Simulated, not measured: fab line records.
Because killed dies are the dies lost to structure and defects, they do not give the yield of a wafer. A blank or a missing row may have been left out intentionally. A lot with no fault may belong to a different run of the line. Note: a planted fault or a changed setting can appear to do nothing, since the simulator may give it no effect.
Chamber matching	flow nand-harc	3 sister chambers for NHARC_A_CONTACT_DEP_29 on pecvd-01
The step deposits SiON, target thk 100 nm. 6 wafers are shown with their chamber, then 7 later ones without.

WAFERS, EACH WITH ITS CHAMBER
wafer	chamber	heater-power-w (W)
L750.1	0	700
L757.2	2	853
L757.3	1	620
L757.4	1	642
L759.1	2	845
L759.3	0	738

WAFERS WHOSE CHAMBER IS MISSING
wafer	heater-power-w (W)
L759.5	652
L760.3	658
L760.5	654
L760.6	686
L768.1	695
L768.2	838
L768.3	684

EACH ONE'S CHAMBER
wafer	from the rows above	in truth
L759.5	1	1
L760.3	can't be placed: 1 or 0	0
L760.5	1	1
L760.6	can't be placed: 0 or 1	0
L768.1	0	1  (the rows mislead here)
L768.2	2	2
L768.3	can't be placed: 0 or 1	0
Correct placement for 3 of the 7. From these rows, 3 cannot be placed; in 3 the true chamber is one of the candidates. 1 placed wrongly.
How it was worked out, from the rows above alone: a wafer's distance from a chamber is the root of the sum, over the readings, of the square of ((its reading less the chamber's mean) divided by the reading's scatter). The wafer belongs to the nearest chamber; if the next one is less than 2 further off, it can't be placed. The mean given for a chamber averages the wafers shown for that chamber. The scatter: take each reading less its chamber's mean, square it, sum over the shown wafers, divide by the number of wafers less the number of chambers, and take the root.
